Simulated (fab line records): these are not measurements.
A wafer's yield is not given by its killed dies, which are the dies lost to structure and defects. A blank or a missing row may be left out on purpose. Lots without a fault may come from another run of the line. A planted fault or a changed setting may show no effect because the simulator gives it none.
Which tool did it? ; flow nand_harc ; Sampling: 7 lots, 21 wafers, 3 of 1302 route steps

## WHAT THE GAUGES READ, wafer by wafer
NHARC_END_SORT_01.
lot;measured;on;killed_at_other
L263;day 27 23:05;prober-01;0 1 1
L270;day 30 01:46;prober-02;0 0 2
L271;day 31 01:38;prober-02;1 0 1
L275;day 32 21:14;prober-01;1 1 0

## EACH LOT AND THE TOOL THAT RAN IT (in order: tool; ch and the chambers of the sampled wafers; start)
lot;NHARC_A_M1_ECD_22;NHARC_THIN_TSV_DEP_47
L257;ecd_cu-01 ch 0, day 24 01:28;pecvd-01 ch 0,2, day 24 21:28
L263;ecd_cu-02 ch 0,1, day 26 12:59;pecvd-01 ch 0,2, day 27 10:05
L270;ecd_cu-01 ch 0,1, day 28 11:54;pecvd-02 ch 1,2, day 29 08:13
L271;ecd_cu-02 ch 0,1, day 29 16:10;pecvd-01 ch 0,1, day 30 12:43
L275;ecd_cu-01 ch 0,1, day 31 04:15;pecvd-04 ch 0,1,2, day 32 04:37
L279;ecd_cu-02 ch 0,1, day 32 15:28;pecvd-01 ch 0,2, day 33 12:45
L278;ecd_cu-01 ch 0,1, day 33 00:53;pecvd-04 ch 1,2, day 34 00:56
- NHARC_A_M1_ECD_22: material Cu, target thk 400 nm.
- NHARC_THIN_TSV_DEP_47: deposits SiO2, target thk 200 nm.

## THE ANSWER, worked out from the rows above alone
Rule: the lots themselves supply what counts as usual. The widest of any qualifying gaps counts: lots, ordered by their means at a reading, are off when they make up no more than a third of the lots, leave a main group of 4 or more, and stand apart from it by 3 or more times the standard deviation of that group's means. The tables above print the reading to a certain number of digits; a main group whose means all agree to those digits is not used. A lot without any number at a reading at which 4 lots or more have one is off too. The other lots that the step has rows for count as sound.
No lot is off on any of the readings shown, so nothing can be concluded from this.

## WHAT THE SIMULATOR PUT IN
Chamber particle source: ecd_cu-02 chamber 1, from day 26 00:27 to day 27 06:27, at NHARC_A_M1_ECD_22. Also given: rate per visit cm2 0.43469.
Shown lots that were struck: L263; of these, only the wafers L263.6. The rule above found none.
